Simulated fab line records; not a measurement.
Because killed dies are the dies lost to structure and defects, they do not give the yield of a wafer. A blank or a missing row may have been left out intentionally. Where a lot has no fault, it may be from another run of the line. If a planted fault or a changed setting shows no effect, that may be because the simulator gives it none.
Which tool is to blame? :: flow n5Finfet :: 11 lots, 33 wafers sampled, at 4 steps of a route of 1938

== WHAT THE GAUGES READ, wafer by wafer ==
The record holds no reading of a measuring or inspecting step that can be judged against a usual standard deviation.

== TOOL THAT RAN EACH LOT (tool first, then ch and the chambers of the sampled wafers, then the start) ==
lot: L188
N5_BEOL_M6_PRE_CLEAN_45: pvdSputter-03, day 10 07:03
N5_BEOL_M6_SURFACE_TREAT_79: pvdSputter-03, day 10 07:26
N5_BEOL_M6_DEP_56: pecvd-01 ch 0,1, day 10 09:02
N5_BEOL_M7_ILD_DEP_00: pecvd-01 ch 0,2, day 10 09:11

lot: L191
N5_BEOL_M6_PRE_CLEAN_45: pvdSputter-02, day 10 16:13
N5_BEOL_M6_SURFACE_TREAT_79: pvdSputter-03, day 10 16:35
N5_BEOL_M6_DEP_56: pecvd-04 ch 0,1, day 10 17:39
N5_BEOL_M7_ILD_DEP_00: pecvd-01 ch 0,1, day 10 17:47

lot: L190
N5_BEOL_M6_PRE_CLEAN_45: pvdSputter-02, day 10 23:02
N5_BEOL_M6_SURFACE_TREAT_79: pvdSputter-02, day 10 23:24
N5_BEOL_M6_DEP_56: pecvd-01 ch 0,2, day 11 00:52
N5_BEOL_M7_ILD_DEP_00: pecvd-01 ch 0,1,2, day 11 00:59

lot: L194
N5_BEOL_M6_PRE_CLEAN_45: pvdSputter-01, day 11 03:32
N5_BEOL_M6_SURFACE_TREAT_79: pvdSputter-02, day 11 03:56
N5_BEOL_M6_DEP_56: pecvd-03 ch 0,1,2, day 11 05:14
N5_BEOL_M7_ILD_DEP_00: pecvd-01 ch 0,1,2, day 11 05:22

lot: L193
N5_BEOL_M6_PRE_CLEAN_45: pvdSputter-03, day 11 03:38
N5_BEOL_M6_SURFACE_TREAT_79: pvdSputter-01, day 11 04:19
N5_BEOL_M6_DEP_56: pecvd-04 ch 0,2, day 11 07:04
N5_BEOL_M7_ILD_DEP_00: pecvd-02 ch 0,1, day 11 07:12

lot: L195
N5_BEOL_M6_PRE_CLEAN_45: pvdSputter-03, day 11 16:14
N5_BEOL_M6_SURFACE_TREAT_79: pvdSputter-02, day 11 16:35
N5_BEOL_M6_DEP_56: pecvd-01 ch 0,1,2, day 11 17:43
N5_BEOL_M7_ILD_DEP_00: pecvd-04 ch 0,1, day 11 17:50

lot: L196
N5_BEOL_M6_PRE_CLEAN_45: pvdSputter-02, day 11 21:31
N5_BEOL_M6_SURFACE_TREAT_79: pvdSputter-03, day 11 23:38
N5_BEOL_M6_DEP_56: pecvd-03 ch 0,1, day 12 00:44
N5_BEOL_M7_ILD_DEP_00: pecvd-04 ch 1,2, day 12 00:52

lot: L197
N5_BEOL_M6_PRE_CLEAN_45: pvdSputter-01, day 12 07:10
N5_BEOL_M6_SURFACE_TREAT_79: pvdSputter-03, day 12 07:49
N5_BEOL_M6_DEP_56: pecvd-01 ch 1,2, day 12 08:58
N5_BEOL_M7_ILD_DEP_00: pecvd-02 ch 0,1,2, day 12 09:05

lot: L204
N5_BEOL_M6_PRE_CLEAN_45: pvdSputter-02, day 14 01:32
N5_BEOL_M6_SURFACE_TREAT_79: pvdSputter-03, day 14 01:53
N5_BEOL_M6_DEP_56: pecvd-03 ch 0,1, day 14 06:11
N5_BEOL_M7_ILD_DEP_00: pecvd-04 ch 0,2, day 14 06:19

lot: L205
N5_BEOL_M6_PRE_CLEAN_45: pvdSputter-03, day 14 02:29
N5_BEOL_M6_SURFACE_TREAT_79: pvdSputter-02, day 14 02:52
N5_BEOL_M6_DEP_56: pecvd-03 ch 0,1,2, day 14 06:45
N5_BEOL_M7_ILD_DEP_00: pecvd-04 ch 0,1, day 14 06:53

lot: L208
N5_BEOL_M6_PRE_CLEAN_45: pvdSputter-03, day 15 17:02
N5_BEOL_M6_SURFACE_TREAT_79: pvdSputter-03, day 15 17:31
N5_BEOL_M6_DEP_56: pecvd-01 ch 0,1, day 15 18:57
N5_BEOL_M7_ILD_DEP_00: pecvd-02 ch 0,2, day 15 19:05
- N5_BEOL_M6_PRE_CLEAN_45: time 30 s.
- N5_BEOL_M6_SURFACE_TREAT_79
- N5_BEOL_M6_DEP_56: deposits SiCN from 3MS/NH3, target thk 10 nm, time 17.5 s.
- N5_BEOL_M7_ILD_DEP_00: deposits SiCOH lowk from DEMS/porogen, target thk 179.75 nm, time 33.4 s.

== AS READ BY THE TOOLS THEMSELVES (means over the sampled wafers that have a number; for cases with no such wafer, the mark the record gives instead) ==
N5_BEOL_M6_PRE_CLEAN_45.
lot: L188
tool: pvdSputter-03
heaterPowerW (W): 351

lot: L191
tool: pvdSputter-02
heaterPowerW (W): 354

lot: L190
tool: pvdSputter-02
heaterPowerW (W): 359

lot: L194
tool: pvdSputter-01
heaterPowerW (W): 326

lot: L193
tool: pvdSputter-03
heaterPowerW (W): 313

lot: L195
tool: pvdSputter-03
heaterPowerW (W): 352

lot: L196
tool: pvdSputter-02
heaterPowerW (W): 327

lot: L197
tool: pvdSputter-01
heaterPowerW (W): 327

lot: L204
tool: pvdSputter-02
heaterPowerW (W): 374

lot: L205
tool: pvdSputter-03
heaterPowerW (W): 358

lot: L208
tool: pvdSputter-03
heaterPowerW (W): 341

N5_BEOL_M6_SURFACE_TREAT_79.
lot: L188
tool: pvdSputter-03
arFlowSccm (sccm): 29.93

lot: L191
tool: pvdSputter-03
arFlowSccm (sccm): 30.09

lot: L190
tool: pvdSputter-02
arFlowSccm (sccm): 29.95

lot: L194
tool: pvdSputter-02
arFlowSccm (sccm): 30.02

lot: L193
tool: pvdSputter-01
arFlowSccm (sccm): 30.05

lot: L195
tool: pvdSputter-02
arFlowSccm (sccm): 30.02

lot: L196
tool: pvdSputter-03
arFlowSccm (sccm): 29.91

lot: L197
tool: pvdSputter-03
arFlowSccm (sccm): 30.15

lot: L204
tool: pvdSputter-03
arFlowSccm (sccm): 30.02

lot: L205
tool: pvdSputter-02
arFlowSccm (sccm): 30.07

lot: L208
tool: pvdSputter-03
arFlowSccm (sccm): 30.06

N5_BEOL_M6_DEP_56.
lot: L188
tool: pecvd-01
showerheadPlenumPTorr (Torr): 3.678
throttleValvePct (%): 9.4

lot: L191
tool: pecvd-04
showerheadPlenumPTorr (Torr): 3.673
throttleValvePct (%): 9.1

lot: L190
tool: pecvd-01
showerheadPlenumPTorr (Torr): 3.678
throttleValvePct (%): 8.7

lot: L194
tool: pecvd-03
showerheadPlenumPTorr (Torr): 3.661
throttleValvePct (%): 9.1

lot: L193
tool: pecvd-04
showerheadPlenumPTorr (Torr): 3.659
throttleValvePct (%): 8.8

lot: L195
tool: pecvd-01
showerheadPlenumPTorr (Torr): 3.677
throttleValvePct (%): 9.1

lot: L196
tool: pecvd-03
showerheadPlenumPTorr (Torr): 3.668
throttleValvePct (%): 9.3

lot: L197
tool: pecvd-01
showerheadPlenumPTorr (Torr): 3.674
throttleValvePct (%): 8.5

lot: L204
tool: pecvd-03
showerheadPlenumPTorr (Torr): 3.666
throttleValvePct (%): 9.2

lot: L205
tool: pecvd-03
showerheadPlenumPTorr (Torr): 3.664
throttleValvePct (%): 9.0

lot: L208
tool: pecvd-01
showerheadPlenumPTorr (Torr): 3.675
throttleValvePct (%): 9.2

N5_BEOL_M7_ILD_DEP_00.
lot: L188
tool: pecvd-01
heaterPowerW (W): 340
showerheadPlenumPTorr (Torr): 5.763
susceptorTempC (C): 299.75
throttleValvePct (%): 13.2

lot: L191
tool: pecvd-01
heaterPowerW (W): 383
showerheadPlenumPTorr (Torr): 5.754
susceptorTempC (C): 300.06
throttleValvePct (%): 14.3

lot: L190
tool: pecvd-01
heaterPowerW (W): 365
showerheadPlenumPTorr (Torr): 5.746
susceptorTempC (C): 300.00
throttleValvePct (%): 13.8

lot: L194
tool: pecvd-01
heaterPowerW (W): 356
showerheadPlenumPTorr (Torr): 5.752
susceptorTempC (C): 300.18
throttleValvePct (%): 13.8

lot: L193
tool: pecvd-02
heaterPowerW (W): 313
showerheadPlenumPTorr (Torr): 5.718
susceptorTempC (C): 300.15
throttleValvePct (%): 14.7

lot: L195
tool: pecvd-04
heaterPowerW (W): 238
showerheadPlenumPTorr (Torr): 5.743
susceptorTempC (C): 299.96
throttleValvePct (%): 13.9

lot: L196
tool: pecvd-04
heaterPowerW (W): 258
showerheadPlenumPTorr (Torr): 5.759
susceptorTempC (C): 299.87
throttleValvePct (%): 13.9

lot: L197
tool: pecvd-02
heaterPowerW (W): 287
showerheadPlenumPTorr (Torr): 5.722
susceptorTempC (C): 299.98
throttleValvePct (%): 14.6

lot: L204
tool: pecvd-04
heaterPowerW (W): 272
showerheadPlenumPTorr (Torr): 5.729
susceptorTempC (C): 301.74
throttleValvePct (%): 13.5

lot: L205
tool: pecvd-04
heaterPowerW (W): 258
showerheadPlenumPTorr (Torr): 5.757
susceptorTempC (C): 301.54
throttleValvePct (%): 14.3

lot: L208
tool: pecvd-02
heaterPowerW (W): 294
showerheadPlenumPTorr (Torr): 5.720
susceptorTempC (C): 300.02
throttleValvePct (%): 14.0

== THE ANSWER, worked out from the rows above alone ==
Rule: the usual values come from the lots themselves. Put in order of their means at a reading, lots are off if they are a third of the lots or fewer, leave a main group of 4 or more, and stand apart from it by a gap of 3 or more times the standard deviation of the main group's means; of several such gaps the widest counts. The tables above print the reading to a certain number of digits; a main group whose means all agree to those digits is not used. A lot without any number at a reading at which 4 lots or more have one is off too. Any other lot the step has rows for is counted as sound. Order of review: gauges by route order, followed by the tools' own readings, for which a lot's mean as printed above is used. The first step at which some lot is off is used, and at that step the reading that is off furthest; a lot without a number counts as furthest.
Off, at N5_BEOL_M7_ILD_DEP_00 on susceptorTempC: L204, L205. Main group: mean 300.00 C, sd 0.12.
A tool fits if, at that step or a process step before it, it ran every lot that is off, and no sound lot after the first of them. 2 tools fit, pecvd-03 at N5_BEOL_M6_DEP_56 and pecvd-04 at N5_BEOL_M7_ILD_DEP_00, so this cannot tell which one it is.

== WHAT THE SIMULATOR HAD INSERTED ==
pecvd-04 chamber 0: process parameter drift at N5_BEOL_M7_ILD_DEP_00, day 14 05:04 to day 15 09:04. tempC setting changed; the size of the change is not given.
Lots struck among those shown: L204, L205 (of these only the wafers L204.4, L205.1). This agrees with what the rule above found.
